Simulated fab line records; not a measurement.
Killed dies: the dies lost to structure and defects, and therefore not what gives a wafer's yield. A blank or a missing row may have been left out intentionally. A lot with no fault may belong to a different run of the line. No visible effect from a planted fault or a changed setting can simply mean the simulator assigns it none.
A lot that was struck, set against a sound lot + flow n5Finfet + 16 out of 1938 route steps
Sound: wafers L927.2, L927.3, L927.4. The struck wafers were L932.1, L932.4, L932.6. The cause is given at the end.
For every step that has rows: the tool of each side, followed by ch and its chambers, followed by its first start. Under that, the readings that differ: sound wafers + struck wafers + difference of the means + sigmas: that difference in standard deviations of wafers without a fault.
alike: a reading whose means differ by less than 2 such deviations, as well as words and numbers matching on both sides. not compared: withheld readings; readings where some wafer has no value; bounds like >300 that might hide an equal value; numbers whose values overlap and for which the record gives no deviation.
The two part at a step that has a row with sigmas, a row that says differs or no value, or rows on one side only. Numbers that have no deviation but don't overlap get no sigmas and don't part them. A reading missing from all wafers of one side parts the sides only when that side holds two or more wafers.

first, 4 steps without rows for these wafers: N5_HKMG_FIN_SOFTBAKE_44 (time 60 s); N5_HKMG_FIN_EXPOSE_46 (exposes mask NDIPOLE); N5_HKMG_FIN_PEB_47 (peb time 60 s); N5_HKMG_FIN_DEVELOP_48 (develop time 30 s).
N5_HKMG_FIN_CD_MEAS_49: target cd 202 nm.
  sound on cdSem-01 ch 0, day 5 04:50; struck on cdSem-02 ch 0, day 6 11:37
  alike: cdNm
N5_HKMG_FIN_OVL_MEAS_50:
  sound on overlay-02 ch 0, day 5 04:52; struck on overlay-01 ch 0, day 6 11:38
  alike: NDIPOLE_OVL
N5_HKMG_FIN_INSPECT_61: inspects for defects (macro).
  struck on defectInspect-02, day 6 11:40; sound on defectInspect-02, day 5 04:53
  alike: rawDefectCount
N5_HKMG_FIN_DESCUM_53: chemistry O2, time 7.9 s.
  sound on rieDiel-02 ch 1,2,3, day 5 04:55; struck on rieDiel-02 ch 0,3, day 6 11:45
  alike: chamberPressureMTorr, drypumpMotorCurrentA, oesProductAu, rfVppV, showerheadPlenumPTorr, throttleValvePct
  not compared: rfHoursCounterH
N5_HKMG_FIN_ETCH_54: etches SiARC in CF4, target depth 45.5 nm, time 75.8 s.
  sound on rieDiel-02 ch 1,2,3, day 5 04:57; struck on rieDiel-02 ch 0,3, day 6 11:47
  alike: biasW, chamberPressureMTorr, drypumpMotorCurrentA, etchRfOnTimeS, oesProductAu, rfVppV, showerheadPlenumPTorr, throttleValvePct
  not compared: rfHoursCounterH
N5_HKMG_FIN_ETCH_55: etches SOC in N2/H2, target depth 240 nm, time 300 s.
  sound on rieDiel-02 ch 1,2,3, day 5 05:01; struck on rieDiel-02 ch 0,3, day 6 11:50
  alike: biasW, chamberPressureMTorr, drypumpMotorCurrentA, oesProductAu, rfVppV, showerheadPlenumPTorr, throttleValvePct
  not compared: rfHoursCounterH
then, 1 step without rows for these wafers: N5_HKMG_FIN_STRIP_56 (strips in N2/H2).
N5_HKMG_FIN_STRIP_57: strips in CF4.
  sound on rieDiel-02 ch 1,2,3, day 5 05:12; struck on rieDiel-02 ch 0,3, day 6 12:02
  alike: chamberPressureMTorr, drypumpMotorCurrentA, oesProductAu, rfVppV, showerheadPlenumPTorr, throttleValvePct
  not compared: rfHoursCounterH
N5_HKMG_FIN_ETCH_58: etches SOC in N2/H2, target depth 215.8 nm, time 741 s.
  sound on rieDiel-02 ch 1,2,3, day 5 05:13; struck on rieDiel-02 ch 0,3, day 6 12:03
| reading    | sound             | struck            | difference | sigmas |
|------------|-------------------|-------------------|------------|--------|
| biasW (W)  | 12.97 13.01 13.00 | 11.56 11.57 11.62 | -1.41      | -35    |
| rfVppV (V) | 99.9 99.3 99.3    | 90.8 91.6 91.1    | -8.3       | -10    |
  alike: chamberPressureMTorr, drypumpMotorCurrentA, oesProductAu, showerheadPlenumPTorr, throttleValvePct
  not compared: rfHoursCounterH, model.HKMG_FIN.featureDepthNm, model.etch.depthNm, model.SOC_of_HKMG_FIN_COAT_41.thkNm
N5_HKMG_FIN_STRIP_93: strips SOC in N2/H2, time 20 s.
  sound on rieDiel-02 ch 1,2,3, day 5 05:46; struck on rieDiel-02 ch 0,3, day 6 12:29
  alike: chamberPressureMTorr, drypumpMotorCurrentA, oesProductAu, rfVppV, showerheadPlenumPTorr, throttleValvePct
  not compared: rfHoursCounterH
-- here the record skips 4 days between the struck wafers' starts before and after, leaving off in module HKMG_FIN and picking up in module BEOL_M4 (first step shown: number 1111 of the route) --
N5_BEOL_M4_RC_MEAS_101:
  sound on prober-01 ch 0, day 8 22:09; struck on prober-02 ch 0, day 10 01:52
  alike: DIBL_N, DIBL_P, IOFF_N, IOFF_P, ION_N, ION_P, SS_N, SS_P, VT_N, VT_P
-- the record jumps here: 4 days lie between the struck wafers' starts before and after (it left off in module BEOL_M4 and takes up again in module PASSIVATION, whose first step shown is number 1936 of the route) --
N5_PASSIVATION_PROBE_49:
  record: rows for the struck wafers here (prober-01, day 14 13:38), none for the sound ones

WHERE THEY PART
At N5_HKMG_FIN_ETCH_58 first; at N5_PASSIVATION_PROBE_49 last (within this record only).

WHY: the cause the simulator had injected
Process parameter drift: rieDiel-02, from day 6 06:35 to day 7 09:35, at N5_HKMG_FIN_ETCH_58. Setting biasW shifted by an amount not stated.
